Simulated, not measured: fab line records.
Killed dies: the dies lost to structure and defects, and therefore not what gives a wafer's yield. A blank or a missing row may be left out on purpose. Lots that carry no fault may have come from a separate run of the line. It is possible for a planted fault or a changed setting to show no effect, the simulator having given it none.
A lot that was struck, set against a sound lot || flow nand harc || 20 out of 1302 route steps
Sound: the wafers L887.1, L887.4, L887.5. Struck: wafers L904.2, L904.6 (left out: L904.5, a lot-mate that was not struck); the cause follows at the end.
Each step with rows lists, per side, the tool, then ch with its chambers, then its first start. Under that, the readings that differ: sound wafers || struck wafers || difference of the means || sigmas: that difference in standard deviations of wafers without a fault.
alike: a reading whose means differ by less than 2 such deviations, as well as words and numbers matching on both sides. not compared: withheld readings; readings where some wafer has no value; bounds like >300 that might hide an equal value; numbers whose values overlap and for which the record gives no deviation.
A row with sigmas, a row that says differs or no value, or rows on one side alone: a step with any of these is where the two part. Non-overlapping numbers with no deviation appear without sigmas and do not part them. Lack of a reading on every wafer of one side parts them only where that side has two or more wafers.

first, 1 step without rows for these wafers: NHARC_P_GATE_DEVELOP_90 (time 70 s).
NHARC_P_GATE_CD_MEAS_91: target cd 2000 nm.
  sound on cd sem-02 ch 0, day 6 23:34; struck on cd sem-02 ch 0, day 14 05:17
  alike: cd nm
then, 1 step without rows for these wafers: NHARC_P_GATE_HARDBAKE_92 (time 80 s).
NHARC_P_GATE_DESCUM_93: chemistry O2, time 3 s.
  sound on rie diel-12 ch 0,1,3, day 6 23:45; struck on rie diel-10 ch 0,3, day 14 05:26
  alike: chamber pressure mTorr, drypump motor current A, oes product au, rf vpp V, showerhead plenum p Torr, throttle valve pct
  not compared: rf hours counter h
then, 1 step without rows for these wafers: NHARC_P_GATE_IMPLANT_94.
NHARC_P_GATE_STRIP_113: strips in N2/H2, time 740 s.
  sound on plasma asher-01 ch 1, day 7 00:13; struck on plasma asher-01 ch 0, day 14 05:56
  alike: drypump motor current A, heater power w
  not compared: rf hours counter h
then, 2 steps without rows for these wafers: NHARC_P_GATE_STRIP_95 (strips in O2); NHARC_P_GATE_STRIP_96 (strips in SPM, time 900 s).
NHARC_P_GATE_RTA_64: time 1 s.
  sound on rtp anneal-01 ch 0, day 7 01:23; struck on rtp anneal-01 ch 0, day 14 07:07
  alike: lamp power pct, lamp_zone_7_pct, wafer_temp_C_max
then, 1 step without rows for these wafers: NHARC_P_GATE_ETCH_77 (etches SiO2 in dHF, target depth 6 nm).
NHARC_P_GATE_DEGAS_109: time 60 s.
  struck on pvd sputter-02, day 14 07:25; sound on pvd sputter-01, day 7 01:41
  alike: heater power w, susceptor temp C
then, 1 step without rows for these wafers: NHARC_P_GATE_PRE_CLEAN_110 (time 30 s).
NHARC_P_GATE_SPUTTER_78: material Ni, target thk 10 nm.
  struck on pvd sputter-02, day 14 07:31; sound on pvd sputter-01, day 7 01:48
then, 1 step without rows for these wafers: NHARC_P_GATE_SPUTTER_79 (material TiN, target thk 10 nm).
NHARC_P_GATE_RTA_80: time 30 s.
  sound on rtp anneal-02 ch 0, day 7 01:59; struck on rtp anneal-02 ch 0, day 14 07:46
{"reading": "wafer_temp_C_max", "sound": "301.36 301.62 301.19", "struck": "300.77 300.73", "difference": -0.64, "sigmas": -2}
  alike: lamp_zone_7_pct
then, 2 steps without rows for these wafers: NHARC_P_GATE_STRIP_67 (strips in SPM, time 600 s); NHARC_P_GATE_RTA_82 (time 30 s).
NHARC_P_GATE_INSPECT_68:
  struck on defect inspect-02, day 14 08:32; sound on defect inspect-02, day 7 02:38
{"reading": "raw defect count", "sound": "149 208 253", "struck": "691 822", "difference": "+553", "sigmas": "+9"}
then, 1 step without rows for these wafers: NHARC_P_CONTACT_DEP_30 (deposits SiNx, target thk 30 nm).
-- record jumps: 19 days between struck wafers' starts before vs after; left off in module P_CONTACT, resumes in module END, first step shown is number 1302 of the route --
NHARC_END_SORT_01:
  the record has rows for the struck wafers here (prober-02 ch 0, day 32 21:46) and none for the sound ones

== WHERE THEY PART ==
First at NHARC_P_GATE_RTA_80; last, within this record, at NHARC_END_SORT_01.

WHY: the cause the simulator had injected
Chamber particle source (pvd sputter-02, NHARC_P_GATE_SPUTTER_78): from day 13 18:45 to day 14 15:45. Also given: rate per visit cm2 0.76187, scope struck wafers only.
